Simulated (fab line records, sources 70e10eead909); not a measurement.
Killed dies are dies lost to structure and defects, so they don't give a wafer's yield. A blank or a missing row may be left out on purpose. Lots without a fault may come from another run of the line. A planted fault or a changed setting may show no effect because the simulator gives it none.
Chamber matching | flow nand_harc | NHARC_A_M0_DESCUM_14 on rie_diel-03: 4 sister chambers
The step chemistry O2, time 3 s. 8 wafers are shown with their chamber, then 8 later ones without.

WAFERS WITH THEIR CHAMBER
wafer  | chamber | showerhead_plenum_p_Torr (Torr) | drypump_motor_current_A (A)
L592.1 | 3       | 1.98                            | 5.5
L597.2 | 3       | 1.98                            | 5.6
L608.1 | 1       | 1.93                            | 5.3
L608.4 | 2       | 1.95                            | 6.0
L607.1 | 0       | 1.89                            | 5.6
L607.2 | 1       | 1.93                            | 5.3
L607.6 | 2       | 1.95                            | 6.0
L610.1 | 0       | 1.90                            | 5.6

WAFERS WITHOUT THEIR CHAMBER
wafer  | showerhead_plenum_p_Torr (Torr) | drypump_motor_current_A (A)
L610.2 | 1.93                            | 5.3
L610.6 | 1.93                            | 5.3
L611.3 | 1.98                            | 5.6
L611.5 | 1.98                            | 5.5
L611.6 | 1.95                            | 6.1
L613.3 | 1.95                            | 6.1
L613.4 | 1.98                            | 5.6
L613.6 | 1.93                            | 5.3

WHICH CHAMBER EACH WENT THROUGH
wafer  | from the rows above | in truth
L610.2 | 1                   | 1
L610.6 | 1                   | 1
L611.3 | 3                   | 3
L611.5 | 3                   | 3
L611.6 | 2                   | 2
L613.3 | 2                   | 2
L613.4 | 3                   | 3
L613.6 | 1                   | 1
Placed correctly: 8 of 8. Can't be placed from these rows: 0. Placed wrongly: 0.
How it was worked out, from the rows above alone: a wafer's distance from a chamber is the root of the sum, over the readings, of the square of ((its reading less the chamber's mean) divided by the reading's scatter). The wafer belongs to the nearest chamber; if the next one is less than 2 further off, it can't be placed. A chamber's mean is the mean of its shown wafers. The scatter: the root of (the sum of the squares of (reading less its chamber's mean) over the shown wafers, divided by (wafers less chambers)).
